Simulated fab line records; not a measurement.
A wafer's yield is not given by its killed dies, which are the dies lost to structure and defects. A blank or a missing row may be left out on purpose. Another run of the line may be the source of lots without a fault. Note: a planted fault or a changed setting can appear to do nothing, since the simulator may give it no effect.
The tool behind it: which one? -- flow nand-harc -- 33 wafers from 11 lots sampled at 6 of the route's 1302 steps

## WHAT THE GAUGES READ, wafer by wafer
NHARC_A_SIN_REMOVE_INSPECT_04. Usual: raw-defect-count at 368, with a standard deviation of 89.
lot,measured,on,raw-defect-count,flag
L230,day 21 14:22,defect-inspect-02,393 501 368,
L231,day 21 14:20,defect-inspect-01,379 380 327,
L232,day 22 02:31,defect-inspect-01,292 300 292,
L237,day 24 08:58,defect-inspect-02,426 384 315,
L240,day 25 08:26,defect-inspect-01,662 632 408,
L241,day 26 04:12,defect-inspect-02,729 803 688,OFF
L243,day 26 16:10,defect-inspect-01,658 775 765,OFF
L246,day 27 17:28,defect-inspect-02,523 381 405,
L247,day 28 12:53,defect-inspect-01,476 471 353,
L251,day 29 16:50,defect-inspect-01,468 303 431,
L250,day 29 16:53,defect-inspect-02,314 333 353,

NHARC_END_SORT_01. Usual: killed-at-array 55, standard deviation 17; killed-at-other 1.1, standard deviation 1.4; killed-at-periphery 3.9, standard deviation 3; killed-dies 59, standard deviation 17; killed-open 3.5, standard deviation 2; killed-short 2.6, standard deviation 1.6.
lot,measured,on,killed-at-array,killed-at-other,killed-at-periphery,killed-dies,killed-open,killed-short,flag
L241,day 30 08:51,prober-01,144 94 131,0 0 1,2 2 2,146 96 134,9 3 3,3 3 1,OFF
L243,day 30 13:58,prober-02,139 130 131,0 0 0,0 0 2,139 130 133,1 1 1,1 3 2,OFF

## WHAT TOOL EACH LOT RAN ON (gives the tool, then ch and the chambers of the sampled wafers, and finally the start)
lot,NHARC_A_SLIT_ETCH_15,NHARC_A_SLIT_STRIP_18,NHARC_A_WL_FILL_RTA_01,NHARC_A_WL_FILL_ETCHBACK_04
L230,"rie-diel-07 ch 1,2, day 21 01:26","rie-diel-09 ch 0,2, day 21 14:22 or earlier","rtp-anneal-02 ch 0, day 21 14:44","rie-metal-01 ch 0,1, day 21 15:43"
L231,"rie-diel-09 ch 0,2, day 21 01:46","rie-diel-09 ch 0,1,3, day 21 14:20 or earlier","rtp-anneal-01 ch 0, day 21 14:42","rie-metal-03 ch 0,1, day 21 15:47"
L232,"rie-diel-06 ch 0,1,3, day 21 13:43","rie-diel-06 ch 0,2,3, day 22 02:31 or earlier","rtp-anneal-01 ch 0, day 22 02:50","rie-metal-02 ch 0,1, day 22 03:53"
L237,"rie-diel-06 ch 0,2,3, day 23 20:28","rie-diel-06 ch 2,3, day 24 08:58 or earlier","rtp-anneal-02 ch 0, day 24 09:20","rie-metal-03 ch 0,1, day 24 10:25"
L240,"rie-diel-07 ch 1,2, day 24 19:47","rie-diel-06 ch 0,1, day 25 08:26 or earlier","rtp-anneal-02 ch 0, day 25 08:48","rie-metal-01 ch 0,1, day 25 09:50"
L241,"rie-diel-06 ch 0,1,2, day 25 15:37","rie-diel-09 ch 1,2, day 26 04:12 or earlier","rtp-anneal-02 ch 0, day 26 04:32","rie-metal-02 ch 0,1, day 26 05:34"
L243,"rie-diel-06 ch 0,2,3, day 26 04:10","rie-diel-06 ch 0,2,3, day 26 16:10 or earlier","rtp-anneal-01 ch 0, day 26 16:29","rie-metal-01 ch 0,1, day 26 17:33"
L246,"rie-diel-07 ch 0,1,2, day 27 04:50","rie-diel-09 ch 1,2,3, day 27 17:28 or earlier","rtp-anneal-01 ch 0, day 27 17:47","rie-metal-02 ch 0,1, day 27 18:52"
L247,"rie-diel-07 ch 0,2,3, day 27 20:26","rie-diel-06 ch 1,2,3, day 28 12:53 or earlier","rtp-anneal-01 ch 0, day 28 13:12","rie-metal-02 ch 0,1, day 28 14:13"
L251,"rie-diel-06 ch 0,1,2, day 29 04:07","rie-diel-06 ch 1,2,3, day 29 16:50 or earlier","rtp-anneal-02 ch 0, day 29 17:22","rie-metal-03 ch 0,1, day 29 18:24"
L250,"rie-diel-06 ch 1,3, day 29 04:58","rie-diel-07 ch 1,3, day 29 16:53 or earlier","rtp-anneal-02 ch 0, day 29 17:14","rie-metal-01 ch 0,1, day 29 18:16"
- NHARC_A_SLIT_ETCH_15: etches the open film in O2/COS, target depth 6200 nm, time 1612 s.
- NHARC_A_SLIT_STRIP_18: strips in O2.
- NHARC_A_WL_FILL_RTA_01: time 5 s.
- NHARC_A_WL_FILL_ETCHBACK_04: etches the open film in NF3, target depth 60 nm, time 120 s.

## WHAT THE TOOLS THEMSELVES READ (means of the sampled wafers that have a number; where no wafer has one, the mark that the record gives instead)
NHARC_A_SLIT_ETCH_15. Usual: drypump-motor-current-A 5.5 A, standard deviation 0.32; mfc-ar-sccm 0.012 sccm, standard deviation 0.014; o2-flow-sccm 399.9 sccm, standard deviation 1.1; oes-product-au 1.002 a.u., standard deviation 0.0073; rf-vpp-V 314.3 V, standard deviation 1.9; showerhead-plenum-p-Torr 3.13 Torr, standard deviation 0.12; throttle-valve-pct 28.330 %, standard deviation 0.0081.
lot,tool,drypump-motor-current-A (A),mfc-ar-sccm (sccm),o2-flow-sccm (sccm),oes-product-au (a.u.),rf-vpp-V (V),showerhead-plenum-p-Torr (Torr),throttle-valve-pct (%),flag
L230,rie-diel-07,5.3,0.000,400.0,1.010,313.7,3.02,28.327,
L231,rie-diel-09,5.5,0.010,399.6,0.999,315.8,3.21,28.329,
L232,rie-diel-06,5.3,0.012,400.8,0.993,313.7,3.14,28.331,
L237,rie-diel-06,5.5,0.016,399.2,1.006,315.1,3.17,28.338,
L240,rie-diel-07,5.3,0.000,398.8,0.996,312.4,3.02,28.334,
L241,rie-diel-06,5.3,0.016,399.9,1.002,313.4,3.07,28.339,
L243,rie-diel-06,5.5,0.016,399.1,0.997,315.1,3.17,28.331,
L246,rie-diel-07,5.6,0.008,399.4,1.005,313.9,3.12,28.321,
L247,rie-diel-07,5.6,0.013,400.5,1.004,314.4,3.09,28.330,
L251,rie-diel-06,5.3,0.016,400.6,1.006,313.0,3.07,28.331,
L250,rie-diel-06,5.4,0.000,399.5,1.001,314.0,3.16,28.334,

NHARC_A_SLIT_STRIP_18. Usual: drypump-motor-current-A 5.4 A, standard deviation 0.32; mfc-ar-sccm 0.011 sccm, standard deviation 0.013; o2-flow-sccm 500.2 sccm, standard deviation 1.5; oes-product-au 1.002 a.u., standard deviation 0.0067; rf-vpp-V 57.9 V, standard deviation 0.83; showerhead-plenum-p-Torr 3.53 Torr, standard deviation 0.13; throttle-valve-pct 17.036 %, standard deviation 0.0097.
lot,tool,drypump-motor-current-A (A),mfc-ar-sccm (sccm),o2-flow-sccm (sccm),oes-product-au (a.u.),rf-vpp-V (V),showerhead-plenum-p-Torr (Torr),throttle-valve-pct (%),flag
L230,rie-diel-09,5.4,0.008,500.2,1.001,58.1,3.57,17.035,
L231,rie-diel-09,5.4,0.016,498.6,1.004,57.6,3.54,17.043,
L232,rie-diel-06,5.5,0.016,498.6,1.002,59.2,3.59,17.039,
L237,rie-diel-06,5.6,0.003,500.7,1.003,58.4,3.61,17.036,
L240,rie-diel-06,5.2,0.025,500.0,1.002,57.8,3.52,17.040,
L241,rie-diel-09,5.1,0.005,500.7,1.003,58.1,3.54,17.038,
L243,rie-diel-06,5.5,0.016,501.1,1.006,57.3,3.58,17.038,
L246,rie-diel-09,5.3,0.015,501.2,0.999,58.1,3.48,17.037,
L247,rie-diel-06,5.4,0.003,499.8,1.005,57.5,3.50,17.038,
L251,rie-diel-06,5.4,0.003,500.7,1.006,57.4,3.50,17.044,
L250,rie-diel-07,5.8,0.009,503.9,1.002,57.9,3.58,17.030,

NHARC_A_WL_FILL_RTA_01. Usual: lamp-power-pct 26.2 %, standard deviation 2.3; lamp_zone_3_pct 26.2 %, standard deviation 2.3; lamp_zone_5_pct 26.2 %, standard deviation 2.3; wafer_temp_C_max 1003.7, standard deviation 1.
lot,tool,lamp-power-pct (%),lamp_zone_3_pct (%),lamp_zone_5_pct (%),wafer_temp_C_max,flag
L230,rtp-anneal-02,24.1,24.1,24.1,1004.4,
L231,rtp-anneal-01,28.8,28.8,28.8,1003.2,
L232,rtp-anneal-01,28.7,28.8,28.8,1003.5,
L237,rtp-anneal-02,24.1,24.1,24.1,1004.1,
L240,rtp-anneal-02,24.1,24.1,24.1,1004.5,
L241,rtp-anneal-02,24.1,24.1,24.1,1004.8,
L243,rtp-anneal-01,28.7,28.7,28.8,1003.3,
L246,rtp-anneal-01,28.8,28.8,28.8,1003.5,
L247,rtp-anneal-01,28.8,28.8,28.7,1002.4,
L251,rtp-anneal-02,24.1,24.1,24.1,1003.6,
L250,rtp-anneal-02,24.1,24.0,24.0,1004.8,

NHARC_A_WL_FILL_ETCHBACK_04. Usual: drypump-motor-current-A 5.3 A, standard deviation 0.34; oes-product-au 1.001 a.u., standard deviation 0.0061.
lot,tool,drypump-motor-current-A (A),oes-product-au (a.u.),flag
L230,rie-metal-01,5.3,1.003,
L231,rie-metal-03,5.5,1.002,
L232,rie-metal-02,4.9,0.996,
L237,rie-metal-03,5.3,1.005,
L240,rie-metal-01,5.4,1.006,
L241,rie-metal-02,4.9,0.996,
L243,rie-metal-01,5.5,1.004,
L246,rie-metal-02,4.9,0.999,
L247,rie-metal-02,4.8,1.005,
L251,rie-metal-03,5.3,1.006,
L250,rie-metal-01,5.5,0.999,

## THE ANSWER, worked out from the rows above alone
Rule: a lot counts as off when the mean over its wafers that have a number is more than 3 standard deviations away from the usual mean. Also off: a lot with no number at a reading for which 4 or more lots have one. Any other lot the step has rows for is counted as sound. After the gauges, taken in route order, come the tools' own readings; for these a lot's mean is taken, as printed above. The first step at which some lot is off is used, and at that step the reading that is off furthest; a lot without a number counts as furthest.
Off: L241, L243, at NHARC_A_SIN_REMOVE_INSPECT_04 (raw-defect-count).
If a tool, at a process step before that reading, ran all the lots that are off and no sound lot after the first of them, it fits. Not tried: the gauges at NHARC_A_SIN_REMOVE_INSPECT_04; whatever is off there is also off at NHARC_END_SORT_01, on other tools, and gauge error can't account for it. NHARC_A_SLIT_STRIP_18 gives no start for some lots, so the hours and the order of its lots are those of NHARC_A_SIN_REMOVE_INSPECT_04. No candidate that was tried fits.

## WHAT WAS PUT IN BY THE SIMULATOR
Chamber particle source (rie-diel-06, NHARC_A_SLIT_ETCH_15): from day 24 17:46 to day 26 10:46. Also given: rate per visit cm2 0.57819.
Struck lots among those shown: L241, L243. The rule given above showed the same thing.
